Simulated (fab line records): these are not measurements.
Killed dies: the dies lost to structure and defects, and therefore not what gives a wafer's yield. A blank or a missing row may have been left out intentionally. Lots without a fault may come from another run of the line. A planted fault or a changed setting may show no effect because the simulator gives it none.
A lot that was struck, set against a sound lot	flow nand harc	37 steps out of a route of 1159
Sound: the wafers L657.1, L657.2, L657.4. Wafers struck: L665.2, L665.4, L665.5. The cause comes at the end.
Each step with rows lists, per side, the tool, then ch with its chambers, then its first start. Under that, the readings that differ: sound wafers	struck wafers	difference of the means	sigmas: that difference in standard deviations of wafers without a fault.
alike: readings whose means differ by less than 2 such deviations, and words and numbers that are the same on both sides. not compared: withheld readings, readings that some wafer has no value for, bounds like >300 that may hide the same value, and numbers for which the record gives no deviation and whose values overlap.
Wherever a step has rows on one side only, a row that says differs or no value, or a row with sigmas, the two part there. Numbers that don't overlap but have no deviation are shown without sigmas and don't part them. A reading that every wafer of one side lacks parts them only if that side has two wafers or more.

first, 11 steps without rows for these wafers: NHARC_A_STAIRCASE_ETCH_313 (etches the open film in CF4/CHF3); NHARC_A_STAIRCASE_HM_OPEN_463 (chemistry O2/COS); NHARC_A_STAIRCASE_STRIP_464 (strips in O2/COS); NHARC_A_STAIRCASE_ETCH_453 (etches the open film in CF4/O2, target depth 30 nm, overetch 3 nm, time 16.5 s); NHARC_A_STAIRCASE_ETCH_315 (etches the open film in C4F8/O2/Ar, target depth 2500 nm, time 607.1 s); NHARC_A_STAIRCASE_STRIP_316 (strips in O2); NHARC_A_STAIRCASE_STRIP_317 (strips in SPM, time 900 s); NHARC_A_STAIRCASE_PRECLEAN_318 (cleans in SC1); NHARC_A_STAIRCASE_SRD_329; NHARC_A_STAIRCASE_ALD_415 (deposits SiO2, target thk 30 nm, pulse time 6 s, ald cycles 300); NHARC_A_STAIRCASE_ETCHBACK_416 (etches the open film in C4F8/O2/Ar, target depth 36 nm, time 7.2 s).
NHARC_A_STAIRCASE_STRIP_476: strips in O2, time 20 s.
  sound on rie diel-02 ch 1,2,3, day 13 09:35; struck on rie diel-06 ch 1,2,3, day 15 13:26
reading	sound	struck	difference	sigmas
oes product au (a.u.)	0.992 1.002 0.982	1.024 1.021 1.003	+0.024	+2
  alike: drypump motor current A, rf vpp V, showerhead plenum p Torr, throttle valve pct
  not compared: rf hours counter h
NHARC_A_STAIRCASE_DEP_417: deposits Si3N4, target thk 60 nm.
  sound on pecvd-04 ch 0,1,2, day 13 09:43; struck on pecvd-01 ch 0,1, day 15 13:31
  alike: heater power w, showerhead vpp V
then, 3 steps without rows for these wafers: NHARC_A_STAIRCASE_WET_418 (chemistry H3PO4, target depth 20 nm); NHARC_A_STAIRCASE_PRECLEAN_419 (cleans in SC1); NHARC_A_STAIRCASE_SRD_421.
NHARC_A_STAIRCASE_ALD_420: deposits SiO2, target thk 20 nm, pulse time 6 s, ald cycles 200.
  sound on ald hk-01 ch 0,2,3, day 13 15:14; struck on ald hk-01 ch 1,2, day 15 17:19
  alike: heater power w, precursor pulse height rel
then, 1 step without rows for these wafers: NHARC_A_STAIRCASE_CVD_552 (deposits SiNx, target thk 40 nm).
NHARC_A_STAIRCASE_DEP_151: deposits SiO2, target thk 3800 nm.
  sound on pecvd-04 ch 0,2, day 13 23:33; struck on pecvd-03 ch 0,2, day 16 01:41
  alike: heater power w
then, 1 step without rows for these wafers: NHARC_A_STAIRCASE_ANNEAL_320 (time 1800 s).
NHARC_A_STAIRCASE_DEP_322: deposits SiO2, target thk 3800 nm.
  sound on pecvd-01 ch 0,1, day 14 07:57; struck on pecvd-04 ch 1,2, day 16 11:54
  alike: heater power w
then, 1 step without rows for these wafers: NHARC_A_STAIRCASE_ANNEAL_323 (time 1800 s).
NHARC_A_STAIRCASE_DEP_325: deposits SiO2, target thk 3800 nm.
  sound on pecvd-04 ch 0,1,2, day 14 20:03; struck on pecvd-03 ch 0,2, day 16 21:14
  alike: heater power w
then, 13 steps without rows for these wafers: NHARC_A_STAIRCASE_ANNEAL_326 (time 1800 s); NHARC_A_STAIRCASE_DEHYDRATE_433 (time 120 s); NHARC_A_STAIRCASE_HMDS_434 (time 30 s); NHARC_A_STAIRCASE_COAT_435; NHARC_A_STAIRCASE_SOFTBAKE_436 (time 170 s); NHARC_A_STAIRCASE_EBR_437; NHARC_A_STAIRCASE_EXPOSE_438 (exposes mask STAIR REV); NHARC_A_STAIRCASE_PEB_439 (peb time 130 s); NHARC_A_STAIRCASE_DEVELOP_440 (time 140 s); NHARC_A_STAIRCASE_HARDBAKE_442 (time 140 s); NHARC_A_STAIRCASE_DESCUM_443 (chemistry O2, time 3 s); NHARC_A_STAIRCASE_ETCH_444 (etches the open film in C4F8/O2, target depth 10200 nm, time 3400 s); NHARC_A_STAIRCASE_STRIP_446 (strips in O2).
-- the record jumps here: 7 days lie between the struck wafers' starts before and after (it left off in module A_STAIRCASE and takes up again in module END, whose first step shown is number 1159 of the route) --
NHARC_END_SORT_01:
  sound on prober-02 ch 0, day 21 19:29; struck on prober-01 ch 0, day 24 02:13
reading	sound	struck	difference	sigmas
killed at array	20 23 14	138 106 79	+89	+9
killed dies	23 28 16	141 110 86	+90	+9
  alike: killed at other, killed at periphery, killed open, killed short

## WHERE THEY PART
Last at NHARC_END_SORT_01 as far as this record goes, first at NHARC_A_STAIRCASE_STRIP_476.

WHY: whatever the simulator had introduced
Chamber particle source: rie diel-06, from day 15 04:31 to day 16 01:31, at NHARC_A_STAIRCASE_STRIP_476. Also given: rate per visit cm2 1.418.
